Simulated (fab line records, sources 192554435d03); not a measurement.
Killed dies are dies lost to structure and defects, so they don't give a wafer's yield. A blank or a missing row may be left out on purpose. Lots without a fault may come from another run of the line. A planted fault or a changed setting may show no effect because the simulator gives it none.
fab line records | flow n5_finfet | part 1 of 2: steps 1 to 27 of 34
record lots=5 wafers=15 last_day=17
route steps=1938 shown STI_FIN_REVEAL@207 DUMMY_GATE@212
lots that met no fault: from a run of the same line without faults
start_h: hours from the record's first day to the start of the lot's first wafer shown | wait_h: hours since the lot's step before | " the same as in the row above | L1.1+2: a row that stands for several wafers | - no value, or no start given | * or withheld: withheld | < > ~ a bound
route shown NAME@n: a module of which the file shows steps, and the number in the route of the first | usual: mean/standard deviation of fault-free wafers | same: alike in all rows | chamber/n: place in a boat | sites: the reading at each site | _std_site: their standard deviation | _edge_site: outer sites' mean less inner sites' | radius_mm: how far each site lies from the wafer's centre | mask NAME#n: copy n | behind: the tool/chamber that last shaped the wafer | hold: why the lot was held/for how many hours/how that ended | device: the transistor (n, p or np) that didn't switch | end of line: the same wafers' tests at the end of the route | a step without rows: its recipe alone | killed: dies lost to structure and defects at the first sort, not the wafer's yield | map: a wafer's dies, x killed, . not, _ none there
set.NAME: the setting as run; set.NAME@STEP: as run at that earlier step | model.NAME: the simulator's own value behind a step, which no gauge read
lots at some steps of the route; a table a step, a row a wafer
services: from which hour (start_h, from the record's first day; less than 0 if before it) a tool's chamber was out of use, for how many hours, and why
## steps
# step N5_STI_FIN_REVEAL_CD_MEAS_22
# recipe target_cd_nm=6.238 pitch_nm=28 polarity=line
# usual cd_nm=6.3/0.31
# columns lot.wafer tool chamber start_h wait_h cd_nm
L077.3 cd_sem-03 - 58.94 0.0 5.9
L077.4 " - " " 5.9
L077.6 " - " " 5.8
L085.2 cd_sem-01 - 104.09 0.0 6.1
L085.4 " - " " 6.4
L085.6 " - " " 5.8
L088.2 cd_sem-02 - 124.37 0.0 6.3
L088.4 " - " " 6.7
L088.5 " - " " 6.1
L091.1 cd_sem-03 - 139.52 0.0 6.3
L091.4 " - " " 6.1
L091.6 " - " " 6.2
L097.1 cd_sem-03 - 176.15 0.0 6.9
L097.5 " - " " 6.3
L097.6 " - " " 7.0
# step N5_STI_FIN_REVEAL_FIN_H_MEAS_10
# usual trench_depth_nm=52.5/1
# columns lot.wafer tool chamber start_h wait_h trench_depth_nm
L077.3 ocd-02 - 58.97 0.0 54.4
L077.4 " - " " 52.4
L077.6 " - " " 53.8
L085.2 ocd-02 - 104.12 0.0 52.0
L085.4 " - " " 52.8
L085.6 " - " " 53.8
L088.2 ocd-02 - 124.40 0.0 51.9
L088.4 " - " " 53.4
L088.5 " - " " 52.4
L091.1 ocd-02 - 139.55 0.0 54.4
L091.4 " - " " 52.1
L091.6 " - " " 53.4
L097.1 ocd-01 - 176.18 0.0 54.0
L097.5 " - " " 51.0
L097.6 " - " " 51.3
# step N5_STI_FIN_REVEAL_PRECLEAN_18
# recipe chemistry=SC2 time_s=45 temp_c=35 mix=1:1:50
# columns lot.wafer tool chamber start_h wait_h
L077.3+4+6 wet_bench-03 5,1,2 59.00 0.0
L085.2+4+6 wet_bench-02 4,1,2 104.15 0.0
L088.2+4+5 wet_bench-02 2,3,5 124.43 0.0
L091.1+4+6 wet_bench-04 2,7,5 139.58 0.0
L097.1+5+6 wet_bench-03 1,4,5 176.21 0.0
# step N5_STI_FIN_REVEAL_SRD_28
# recipe dry=ipa_marangoni time_s=30 temp_c=23 rinse_liquid=diw
# columns lot.wafer tool chamber start_h wait_h
L077.3+4+6 wet_bench-03 5,1,2 59.02 0.0
L085.2+4+6 wet_bench-02 4,1,2 104.17 0.0
L088.2+4+5 wet_bench-02 2,3,5 124.45 0.0
L091.1+4+6 wet_bench-04 2,7,5 139.59 0.0
L097.1+5+6 wet_bench-03 1,4,5 176.23 0.0
# step N5_STI_FIN_REVEAL_INSPECT_13
# recipe inspect_instrument=darkfield mode=post_clean
# usual raw_defect_count=12/5.7
# columns lot.wafer tool chamber start_h wait_h raw_defect_count
L077.3 defect_inspect-02 - 59.06 0.0 11
L077.4 " - " " 11
L077.6 " - " " 13
L085.2 defect_inspect-01 - 104.21 0.0 14
L085.4 " - " " 8
L085.6 " - " " 11
L088.2 defect_inspect-02 - 124.49 0.0 10
L088.4 " - " " 15
L088.5 " - " " 12
L091.1 defect_inspect-01 - 139.63 0.0 9
L091.4 " - " " 12
L091.6 " - " " 17
L097.1 defect_inspect-02 - 176.27 0.0 8
L097.5 " - " " 20
L097.6 " - " " 8
# step N5_DUMMY_GATE_PRECLEAN_00
# recipe chemistry=O3/DIW time_s=60 temp_c=22 o3_ppm=10
# usual o3_ppm=9.99/0.11
# columns lot.wafer tool chamber start_h wait_h o3_ppm
L077.3 wet_bench-06 5 59.09 0.0 10.29
L077.4 " 4 " " 9.91
L077.6 " 2 " " 9.98
L085.2 wet_bench-01 2 104.24 0.0 10.02
L085.4 " 1 " " 9.91
L085.6 " 7 " " 9.85
L088.2 wet_bench-06 6 124.51 0.0 10.08
L088.4 " 3 " " 9.88
L088.5 " 4 " " 10.03
L091.1 wet_bench-06 5 139.66 0.0 10.04
L091.4 " 0 " " 9.98
L091.6 " 2 " " 9.99
L097.1 wet_bench-01 2 176.30 0.0 9.93
L097.5 " 5 " " 10.06
L097.6 " 7 " " 9.82
# step N5_DUMMY_GATE_SRD_01
# recipe time_s=30 temp_c=23 rinse_liquid=diw dry=ipa_marangoni
# columns lot.wafer tool chamber start_h wait_h
L077.3+4+6 wet_bench-06 5,4,2 59.12 0.0
L085.2+4+6 wet_bench-01 2,1,7 104.25 0.0
L088.2+4+5 wet_bench-06 6,3,4 124.53 0.0
L091.1+4+6 wet_bench-06 5,0,2 139.68 0.0
L097.1+5+6 wet_bench-01 2,5,7 176.32 0.0
# step N5_DUMMY_GATE_ALD_02
# recipe material=SiO2 target_thk_a=20 temp_c=300 ald_precursor_family=BDEAS ald_co_reactant=O2-plasma pulse_time_s=1 pressure_torr=2
# usual heater_power_w=465/44 precursor_pulse_height_rel=1.001/0.019
# columns lot.wafer tool chamber start_h wait_h heater_power_w precursor_pulse_height_rel
L077.3 ald_sin-04 1 59.19 0.0 456 1.020
L077.4 " 2 " " 535 0.962
L077.6 " 1 " " 448 1.021
L085.2 ald_sin-01 1 104.73 0.5 416 0.984
L085.4 " 0 " " 559 0.979
L085.6 " 1 " " 426 0.992
L088.2 ald_sin-04 0 124.58 0.0 491 1.045
L088.4 " 2 " " 507 1.004
L088.5 " 3 " " 457 0.986
L091.1 ald_sin-01 2 139.73 0.0 486 1.031
L091.4 " 1 " " 413 0.994
L091.6 " 0 " " 528 0.995
L097.1 ald_sin-02 3 176.36 0.0 392 1.028
L097.5 " 2 " " 423 0.984
L097.6 " 3 " " 402 1.024
# step N5_DUMMY_GATE_CVD_03
# recipe material=a-Si target_thk_a=1500 temp_c=530 precursor=SiH4 time_s=8042
# usual spike_tc_top_C=554.5/2.5 zone_power_centre_pct=6.8/0.61
# columns lot.wafer tool chamber start_h wait_h spike_tc_top_C zone_power_centre_pct
L077.3 lpcvd-01 0/25 59.29 0.1 557.6 6.7
L077.4 " 0/29 " " 557.6 6.7
L077.6 " 0/39 " " 557.6 6.7
L085.2 lpcvd-02 0/20 104.84 0.1 558.0 5.3
L085.4 " 0/29 " " 558.0 5.3
L085.6 " 0/39 " " 558.0 5.3
L088.2 lpcvd-02 1/45 124.70 0.1 551.5 7.3
L088.4 " 1/54 " " 551.5 7.3
L088.5 " 1/59 " " 551.5 7.3
L091.1 lpcvd-01 1/65 139.83 0.1 553.9 7.2
L091.4 " 1/79 " " 553.9 7.2
L091.6 " 1/89 " " 553.9 7.2
L097.1 lpcvd-01 0/65 176.47 0.1 557.7 6.7
L097.5 " 0/84 " " 557.7 6.7
L097.6 " 0/89 " " 557.7 6.7
# step N5_DUMMY_GATE_PRECLEAN_46
# recipe chemistry=DIW time_s=89.5 temp_c=23
# columns lot.wafer tool chamber start_h wait_h
L077.3+4+6 wet_bench-01 2,1,5 62.98 0.0
L085.2+4+6 wet_bench-06 1,3,5 108.53 0.0
L088.2+4+5 wet_bench-05 6,7,4 128.37 0.0
L091.1+4+6 wet_bench-05 4,5,6 143.51 0.0
L097.1+5+6 wet_bench-01 5,6,0 180.16 0.0
# step N5_DUMMY_GATE_SRD_47
# recipe dry_time_s=32 dry=n2_spin spin_rpm=1500
# same dry_time_s=32
# columns lot.wafer tool chamber start_h wait_h
L077.3+4+6 wet_bench-01 2,1,5 63.01 0.0
L085.2+4+6 wet_bench-06 1,3,5 108.56 0.0
L088.2+4+5 wet_bench-05 6,7,4 128.40 0.0
L091.1+4+6 wet_bench-05 4,5,6 143.54 0.0
L097.1+5+6 wet_bench-01 5,6,0 180.19 0.0
# step N5_DUMMY_GATE_CMP_04
# recipe material=a-Si post_cmp_clean=alkaline_brush
# usual motor_current_A=10.6/1.7 time_to_endpoint_s=12/3.2
# columns lot.wafer tool chamber start_h wait_h motor_current_A time_to_endpoint_s
L077.4 cmp-04 1 63.04 0.0 11.6 11
L077.3 " 3 " " 11.2 14
L077.6 " 2 " " 9.3 13
L085.4 cmp-04 1 108.64 0.1 11.5 13
L085.2 " 0 " " 9.3 10
L085.6 " 1 " " 11.8 13
L088.4 cmp-03 2 128.46 0.1 10.8 9
L088.2 " 3 " " 9.1 9
L088.5 " 1 " " 14.9 9
L091.4 cmp-03 0 143.57 0.0 8.7 16
L091.1 " 1 " " 13.9 13
L091.6 " 1 " " 14.5 11
L097.1 cmp-03 2 180.39 0.2 10.3 13
L097.6 " 1 " " 13.6 9
L097.5 " 2 " " 10.3 12
# step N5_DUMMY_GATE_THK_MEAS_05
# usual thk_nm=71.3/1.2
# columns lot.wafer tool chamber start_h wait_h thk_nm
L077.3 film_metro-02 - 63.28 0.1 73.3
L077.4 " - " " 71.7
L077.6 " - " " 71.2
L085.2 film_metro-01 - 108.88 0.1 70.6
L085.4 " - " " 70.9
L085.6 " - " " 70.3
L088.2 film_metro-02 - 128.67 0.1 69.1
L088.4 " - " " 70.4
L088.5 " - " " 70.4
L091.1 film_metro-02 - 143.81 0.2 70.9
L091.4 " - " " 73.0
L091.6 " - " " 71.0
L097.1 film_metro-01 - 180.60 0.2 71.9
L097.5 " - " " 70.4
L097.6 " - " " 71.5
# step N5_DUMMY_GATE_HM_DEP_06
# recipe material=SiNx target_thk_a=800 precursor=DCS/NH3 temp_c=700 pressure_mtorr=300 time_s=5141
# usual spike_tc_top_C=719/3 zone_power_centre_pct=10.4/1.3
# columns lot.wafer tool chamber start_h wait_h spike_tc_top_C zone_power_centre_pct
L077.3 lpcvd-01 0/100 63.31 0.0 721 10.7
L077.4 " 0/104 " " 721 10.7
L077.6 " 0/114 " " 721 10.7
L085.2 lpcvd-01 0/20 108.90 0.0 721 10.6
L085.4 " 0/29 " " 721 10.6
L085.6 " 0/39 " " 721 10.6
L088.2 lpcvd-02 1/20 128.70 0.0 715 11.5
L088.4 " 1/29 " " 715 11.5
L088.5 " 1/34 " " 715 11.5
L091.1 lpcvd-02 0/40 143.84 0.0 721 8.6
L091.4 " 0/54 " " 721 8.6
L091.6 " 0/64 " " 721 8.6
L097.1 lpcvd-02 1/90 180.62 0.0 715 11.6
L097.5 " 1/109 " " 715 11.6
L097.6 " 1/114 " " 715 11.6
# step N5_DUMMY_GATE_PECVD_30
# recipe material=SiO2 target_thk_a=550 temp_c=400 precursor=TEOS/O2 pressure_torr=6.5 rf_w=withheld teos_flow_sccm=withheld gas=O2 flow_sccm=2650 time_s=10.8
# columns lot.wafer tool chamber start_h wait_h
L077.3+4+6 pecvd-02 1,2,1 67.27 0.1
L085.2+4+6 pecvd-01 2,1,2 112.85 0.0
L088.2+4+5 pecvd-01 1,0,1 132.64 0.0
L091.1+4+6 pecvd-01 1,2,1 147.78 0.0
L097.1+5+6 pecvd-04 0,0,2 184.58 0.0
# step N5_DUMMY_GATE_COAT_34
# recipe resist=SOC temp_c=250 time_s=60 spin_rpm=1500 resist_thk_nm=60
# usual exhaust_pa=45.0/0.87
# columns lot.wafer tool chamber start_h wait_h exhaust_pa
L077.3 litho_track-01 0 67.33 0.0 45.1
L077.4 " 0 " " 46.5
L077.6 " 0 " " 44.7
L085.2 litho_track-04 0 113.28 0.4 45.4
L085.4 " 0 " " 45.8
L085.6 " 0 " " 45.3
L088.2 litho_track-04 0 132.70 0.0 46.6
L088.4 " 0 " " 47.2
L088.5 " 0 " " 45.5
L091.1 litho_track-02 0 147.84 0.0 45.2
L091.4 " 0 " " 45.0
L091.6 " 0 " " 45.1
L097.1 litho_track-01 0 184.64 0.0 45.5
L097.5 " 0 " " 44.0
L097.6 " 0 " " 45.0
# step N5_DUMMY_GATE_COAT_35
# recipe resist=SiARC temp_c=220 time_s=60 spin_rpm=1500 resist_thk_nm=10
# usual exhaust_pa=45.0/0.84
# columns lot.wafer tool chamber start_h wait_h exhaust_pa
L077.3 litho_track-01 0 - - 44.6
L077.4 " 0 " " 44.5
L077.6 " 0 " " 45.4
L085.2 litho_track-04 0 - - 44.6
L085.4 " 0 " " 45.6
L085.6 " 0 " " 45.2
L088.2 litho_track-04 0 - - 45.7
L088.4 " 0 " " 45.6
L088.5 " 0 " " 44.7
L091.1 litho_track-02 0 - - 44.3
L091.4 " 0 " " 45.3
L091.6 " 0 " " 43.6
L097.1 litho_track-01 0 - - 44.7
L097.5 " 0 " " 44.0
L097.6 " 0 " " 45.7
# step N5_DUMMY_GATE_COAT_28
# recipe resist=underlayer temp_c=205 time_s=60 spin_rpm=1500 resist_thk_nm=10
# usual exhaust_pa=44.9/0.87
# columns lot.wafer tool chamber start_h wait_h exhaust_pa
L077.3 litho_track-01 0 - - 44.9
L077.4 " 0 " " 44.7
L077.6 " 0 " " 45.6
L085.2 litho_track-04 0 - - 44.1
L085.4 " 0 " " 44.0
L085.6 " 0 " " 45.7
L088.2 litho_track-04 0 - - 44.1
L088.4 " 0 " " 45.9
L088.5 " 0 " " 43.1
L091.1 litho_track-02 0 - - 44.7
L091.4 " 0 " " 45.2
L091.6 " 0 " " 45.0
L097.1 litho_track-01 0 - - 45.2
L097.5 " 0 " " 45.1
L097.6 " 0 " " 45.1
# step N5_DUMMY_GATE_COAT_09
# recipe resist=CAR-EUV spin_rpm=1500 resist_thk_nm=30
# usual exhaust_pa=45.3/0.84
# columns lot.wafer tool chamber start_h wait_h exhaust_pa
L077.3 litho_track-01 0 - - 45.5
L077.4 " 0 " " 45.2
L077.6 " 0 " " 44.9
L085.2 litho_track-04 0 - - 43.7
L085.4 " 0 " " 44.6
L085.6 " 0 " " 45.0
L088.2 litho_track-04 0 - - 44.8
L088.4 " 0 " " 44.4
L088.5 " 0 " " 43.7
L091.1 litho_track-02 0 - - 46.0
L091.4 " 0 " " 46.4
L091.6 " 0 " " 45.6
L097.1 litho_track-01 0 - - 44.6
L097.5 " 0 " " 44.0
L097.6 " 0 " " 45.9
# step N5_DUMMY_GATE_EBR_11
# recipe solvent=PGMEA ebr_width_mm=1.5
# usual exhaust_pa=45.2/0.88
# columns lot.wafer tool chamber start_h wait_h exhaust_pa
L077.3 litho_track-01 0 - - 43.8
L077.4 " 0 " " 43.1
L077.6 " 0 " " 44.4
L085.2 litho_track-04 0 - - 47.4
L085.4 " 0 " " 45.6
L085.6 " 0 " " 44.5
L088.2 litho_track-04 0 - - 44.3
L088.4 " 0 " " 45.2
L088.5 " 0 " " 44.8
L091.1 litho_track-02 0 - - 46.7
L091.4 " 0 " " 45.8
L091.6 " 0 " " 45.7
L097.1 litho_track-01 0 - - 45.3
L097.5 " 0 " " 45.3
L097.6 " 0 " " 46.3
# step N5_DUMMY_GATE_SOFTBAKE_10
# recipe temp_c=110 time_s=60 resist=CAR-EUV
# usual exhaust_pa=44.8/0.93
# columns lot.wafer tool chamber start_h wait_h exhaust_pa
L077.3 litho_track-01 0 - - 45.1
L077.4 " 0 " " 43.8
L077.6 " 0 " " 44.8
L085.2 litho_track-04 0 - - 45.2
L085.4 " 0 " " 45.1
L085.6 " 0 " " 46.6
L088.2 litho_track-04 0 - - 44.6
L088.4 " 0 " " 44.7
L088.5 " 0 " " 44.5
L091.1 litho_track-02 0 - - 45.7
L091.4 " 0 " " 45.2
L091.6 " 0 " " 46.5
L097.1 litho_track-01 0 - - 44.7
L097.5 " 0 " " 45.4
L097.6 " 0 " " 44.1
# step N5_DUMMY_GATE_EXPOSE_12
# recipe mask_id=GATE na=0.33 source_shape=annular sigma_inner=0.2 sigma_outer=0.6 polarization=unpolarized target_cd_nm=25 dose_mj=34
# same sigma_outer=0.6
# columns lot.wafer tool chamber start_h wait_h mask
L077.3+4+6 euv_scanner-02 0 67.48 - GATE#0
L085.2+4+6 euv_scanner-02 0 113.58 - GATE#0
L088.2+4+5 euv_scanner-01 0 132.97 - GATE#0
L091.1+4+6 euv_scanner-01 0 147.98 - GATE#0
L097.1+5+6 euv_scanner-01 0 184.90 - GATE#0
# step N5_DUMMY_GATE_PEB_13
# recipe peb_temp_c=100 peb_time_s=60 resist=CAR-EUV
# usual exhaust_pa=44.9/0.94
# columns lot.wafer tool chamber start_h wait_h exhaust_pa
L077.3 litho_track-01 0 67.53 0.0 44.1
L077.4 " 0 " " 43.9
L077.6 " 0 " " 44.5
L085.2 litho_track-04 0 113.63 0.0 45.7
L085.4 " 0 " " 44.5
L085.6 " 0 " " 44.4
L088.2 litho_track-04 0 133.02 0.0 46.3
L088.4 " 0 " " 43.9
L088.5 " 0 " " 44.4
L091.1 litho_track-04 0 148.04 0.1 44.7
L091.4 " 0 " " 44.8
L091.6 " 0 " " 45.1
L097.1 litho_track-04 0 184.96 0.1 45.5
L097.5 " 0 " " 45.0
L097.6 " 0 " " 44.0
# step N5_DUMMY_GATE_DEVELOP_14
# recipe develop_time_s=30 developer=TMAH resist=CAR-EUV rinse_liquid=surfactant_rinse dry=air_spin dev_temp_c=23
# usual exhaust_pa=45.3/0.98
# columns lot.wafer tool chamber start_h wait_h exhaust_pa
L077.3 litho_track-01 0 - - 46.4
L077.4 " 0 " " 46.4
L077.6 " 0 " " 47.3
L085.2 litho_track-04 0 - - 47.8
L085.4 " 0 " " 47.5
L085.6 " 0 " " 47.1
L088.2 litho_track-04 0 - - 44.1
L088.4 " 0 " " 44.3
L088.5 " 0 " " 45.6
L091.1 litho_track-04 0 - - 45.8
L091.4 " 0 " " 46.4
L091.6 " 0 " " 45.4
L097.1 litho_track-04 0 - - 44.5
L097.5 " 0 " " 45.5
L097.6 " 0 " " 45.9
# step N5_DUMMY_GATE_CD_MEAS_15
# recipe target_cd_nm=25.8 landing_energy_ev=500 detector=se_inlens
# usual cd_nm=25.05/0.26
# columns lot.wafer tool chamber start_h wait_h cd_nm
L077.3 cd_sem-01 0 67.60 - 24.64
L077.4 " 0 " " 24.97
L077.6 " 0 " " 25.42
L085.2 cd_sem-02 0 113.70 - 24.56
L085.4 " 0 " " 25.55
L085.6 " 0 " " 24.98
L088.2 cd_sem-01 0 133.09 - 24.71
L088.4 " 0 " " 25.20
L088.5 " 0 " " 25.34
L091.1 cd_sem-03 0 148.11 - 25.30
L091.4 " 0 " " 24.63
L091.6 " 0 " " 24.79
L097.1 cd_sem-02 0 185.02 - 25.03
L097.5 " 0 " " 25.40
L097.6 " 0 " " 24.69
# step N5_DUMMY_GATE_OVL_MEAS_16
# recipe points_per_wafer=522
# usual GATE_OVL=0.1/0.73
# columns lot.wafer tool chamber start_h wait_h GATE_OVL[nm]
L077.3 overlay-02 0 67.65 0.0 0.1
L077.4 " 0 " " -0.7
L077.6 " 0 " " -0.7
L085.2 overlay-02 0 113.74 0.0 -0.8
L085.4 " 0 " " -1.2
L085.6 " 0 " " -0.4
L088.2 overlay-01 0 133.13 0.0 0.7
L088.4 " 0 " " 1.4
L088.5 " 0 " " 0.4
L091.1 overlay-02 0 148.15 0.0 0.0
L091.4 " 0 " " -0.1
L091.6 " 0 " " 0.8
L097.1 overlay-02 0 185.06 0.0 -0.3
L097.5 " 0 " " 0.8
L097.6 " 0 " " 0.9
# step N5_DUMMY_GATE_INSPECT_17
# recipe mode=adi inspect_instrument=brightfield
# usual raw_defect_count=178/47
# columns lot.wafer tool chamber start_h wait_h raw_defect_count
L077.3 defect_inspect-01 - 67.69 0.0 160
L077.4 " - " " 191
L077.6 " - " " 203
L085.2 defect_inspect-01 - 113.80 0.0 112
L085.4 " - " " 98
L085.6 " - " " 78
L088.2 defect_inspect-01 - 133.19 0.0 208
L088.4 " - " " 141
L088.5 " - " " 123
L091.1 defect_inspect-02 - 148.20 0.1 190
L091.4 " - " " 168
L091.6 " - " " 167
L097.1 defect_inspect-01 - 185.12 0.1 158
L097.5 " - " " 222
L097.6 " - " " 193
